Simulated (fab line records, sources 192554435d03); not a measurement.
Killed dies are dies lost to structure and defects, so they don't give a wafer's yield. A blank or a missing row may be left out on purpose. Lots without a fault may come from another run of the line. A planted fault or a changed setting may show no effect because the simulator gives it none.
A struck lot beside a sound one | flow n5_finfet | 43 steps out of a route of 1938
Sound: wafers L976.1, L976.3, L976.5. Struck: wafers L980.5, L980.6. (L980.2 of the same lot was not struck and is left out.) The cause comes at the end.
At each step with rows: each side's tool, then ch and its chambers, then its first start. Under that, the readings that differ: sound wafers | struck wafers | difference of the means | sigmas: that difference in standard deviations of wafers without a fault.
alike: readings whose means differ by less than 2 such deviations, and words and numbers that are the same on both sides. not compared: withheld readings, readings that some wafer has no value for, bounds like >300 that may hide the same value, and numbers for which the record gives no deviation and whose values overlap.
The two part at a step that has a row with sigmas, a row that says differs or no value, or rows on one side only. Numbers that don't overlap but have no deviation are shown without sigmas and don't part them. A reading that every wafer of one side lacks parts them only if that side has two wafers or more.

N5_HKMG_FIN_STRIP_60: strips in N2/H2, time 360 s.
  sound on plasma_asher-01 ch 0,1, day 4 04:31; struck on plasma_asher-02 ch 0,1, day 5 03:36
  alike: drypump_motor_current_A, h2_flow_sccm, heater_power_w
  not compared: rf_hours_counter_h
then, 2 steps without rows for these wafers: N5_HKMG_FIN_WET_ETCH_77 (etches La2O3 in dHCl, stops on HfO2, target depth 2 nm); N5_HKMG_FIN_WET_ETCH_78 (etches Al2O3 in dNH4OH, stops on La2O3, target depth 4.5 nm, rinse time 30 s).
N5_HKMG_FIN_ALD_79: deposits TiN, target thk 1.5 nm, pulse time 1 s, purge time 3 s.
  sound on ald_metal-01 ch 1,2,3, day 4 05:00; struck on ald_metal-02 ch 2,3, day 5 04:08
  alike: heater_power_w, precursor_pulse_height_rel
  not compared: ald_cycles
then, 7 steps without rows for these wafers: N5_HKMG_FIN_CVD_62 (deposits a-Si from Si2H6, target thk 3 nm, time 20.8 s); N5_HKMG_FIN_RTA_80 (time 2 s); N5_HKMG_FIN_PRECLEAN_64 (cleans in dHF, time 30 s); N5_HKMG_FIN_WET_ETCH_65 (etches a-Si in TMAH, stops on TiN, time 49 s, target depth 3 nm); N5_HKMG_FIN_WET_ETCH_81 (etches TiN in SC1, stops on HfO2, time 57 s, target depth 6 nm); N5_HKMG_FIN_WET_ETCH_82 (etches La2O3 in dHCl, stops on HfO2, target depth 2 nm, rinse time 30 s); N5_HKMG_FIN_ALD_36 (deposits TiN, target thk 1 nm, pulse time 1 s, purge time 3 s).
N5_HKMG_FIN_THK_MEAS_70: measures by xrf.
  sound on film_metro-01, day 4 06:07; struck on film_metro-02, day 5 05:28
  alike: HK_THK
N5_HKMG_FIN_PWFM_ALD_03: deposits TiN, target thk 2 nm, pulse time 1 s, purge time 3 s.
  sound on ald_metal-04 ch 0,1, day 4 06:10; struck on ald_metal-04 ch 0,1, day 5 05:29
  reading    | sound    | struck  | difference | sigmas
  ald_cycles | 91 91 91 | 101 101 | +10        |
  alike: heater_power_w, precursor_pulse_height_rel
then, 8 steps without rows for these wafers: N5_HKMG_FIN_COAT_29 (time 60 s, resist thk 300 nm); N5_HKMG_FIN_COAT_30 (time 60 s, resist thk 35 nm); N5_HKMG_FIN_COAT_06 (resist thk 90 nm); N5_HKMG_FIN_EBR_08; N5_HKMG_FIN_SOFTBAKE_07 (time 60 s); N5_HKMG_FIN_EXPOSE_09 (exposes mask NWFM); N5_HKMG_FIN_PEB_10 (peb time 60 s); N5_HKMG_FIN_DEVELOP_11 (develop time 30 s).
N5_HKMG_FIN_CD_MEAS_12: target cd 92.8 nm.
  sound on cd_sem-03 ch 0, day 4 06:53; struck on cd_sem-02 ch 0, day 5 06:20
  reading    | sound          | struck    | difference | sigmas
  cd_nm (nm) | 92.4 92.8 93.8 | 92.1 90.8 | -1.6       | -2
N5_HKMG_FIN_OVL_MEAS_13:
  sound on overlay-02 ch 0, day 4 06:55; struck on overlay-01 ch 0, day 5 06:22
  alike: NWFM_OVL
N5_HKMG_FIN_INSPECT_14: inspects for defects (macro).
  sound on defect_inspect-01, day 4 06:56; struck on defect_inspect-02, day 5 06:23
  alike: raw_defect_count
then, 11 steps without rows for these wafers: N5_HKMG_FIN_DESCUM_17 (chemistry O2, time 7.9 s); N5_HKMG_FIN_ETCH_31 (etches SiARC in CF4, target depth 45.5 nm, time 75.8 s); N5_HKMG_FIN_ETCH_32 (etches SOC in N2/H2, target depth 240 nm, time 300 s); N5_HKMG_FIN_STRIP_33 (strips in N2/H2); N5_HKMG_FIN_STRIP_34 (strips in CF4); N5_HKMG_FIN_ETCH_35 (etches SOC in N2/H2, target depth 215.8 nm, time 243.4 s); N5_HKMG_FIN_STRIP_92 (strips SOC in N2/H2, time 20 s); N5_HKMG_FIN_WET_ETCH_18 (etches TiN in SC1, time 55 s, target depth 5.2 nm, rinse time 30 s); N5_HKMG_FIN_STRIP_19 (strips in N2/H2, time 360 s); N5_HKMG_FIN_ALD_91 (deposits TiN, target thk 1 nm, pulse time 1 s, purge time 3 s); N5_HKMG_FIN_COAT_85 (time 60 s, resist thk 300 nm).
N5_HKMG_FIN_ETCH_86: etches SOC in N2/H2, stops on TiN, target depth 393.2 nm.
  sound on rie_diel-01 ch 0,3, day 4 08:44; struck on rie_diel-01 ch 0,3, day 5 07:44
  alike: bias_w, drypump_motor_current_A, h2_flow_sccm, oes_product_au, rf_vpp_V, showerhead_plenum_p_Torr, throttle_valve_pct
  not compared: rf_hours_counter_h
N5_HKMG_FIN_STRIP_89: strips SOC in N2/H2, time 20 s.
  sound on rie_diel-01 ch 0,3, day 4 08:47; struck on rie_diel-01 ch 0,3, day 5 07:48
  alike: drypump_motor_current_A, h2_flow_sccm, oes_product_au, rf_vpp_V, showerhead_plenum_p_Torr, throttle_valve_pct
  not compared: rf_hours_counter_h
then, 2 steps without rows for these wafers: N5_HKMG_FIN_WET_ETCH_87 (etches TiN in SC1, time 154.2 s, target depth 4.7 nm, rinse time 30 s); N5_HKMG_FIN_STRIP_88 (strips in N2/H2, time 360 s).
N5_HKMG_FIN_NWFM_ALD_20: deposits TiAlC, target thk 2 nm, pulse time 3 s, purge time 2 s.
  sound on ald_metal-04 ch 2,3, day 4 09:22; struck on ald_metal-04 ch 2,3, day 5 08:22
  alike: heater_power_w, precursor_pulse_height_rel
  not compared: ald_cycles
then, 2 steps without rows for these wafers: N5_HKMG_FIN_ALD_71 (deposits TiN, target thk 1 nm, pulse time 1 s, purge time 3 s); N5_HKMG_FIN_COAT_66 (time 60 s, resist thk 300 nm).
-- the record jumps here: 4 days lie between the struck wafers' starts before and after (it left off in module HKMG_FIN and takes up again in module BEOL_M4, whose first step shown is number 1111 of the route) --
N5_BEOL_M4_RC_MEAS_101:
  sound on prober-01 ch 0, day 7 15:47; struck on prober-02 ch 0, day 9 11:02
  alike: DIBL_N, DIBL_P, IOFF_N, IOFF_P, ION_N, ION_P, SS_N, SS_P, VT_N, VT_P, VT_P_LVT

WHERE THEY PART
Only at N5_HKMG_FIN_CD_MEAS_12, within this record. Later steps at which nothing parts them and some readings are alike: N5_HKMG_FIN_OVL_MEAS_13, N5_HKMG_FIN_INSPECT_14, N5_HKMG_FIN_ETCH_86, N5_HKMG_FIN_STRIP_89, N5_HKMG_FIN_NWFM_ALD_20, N5_BEOL_M4_RC_MEAS_101.

WHY: what the simulator had put in
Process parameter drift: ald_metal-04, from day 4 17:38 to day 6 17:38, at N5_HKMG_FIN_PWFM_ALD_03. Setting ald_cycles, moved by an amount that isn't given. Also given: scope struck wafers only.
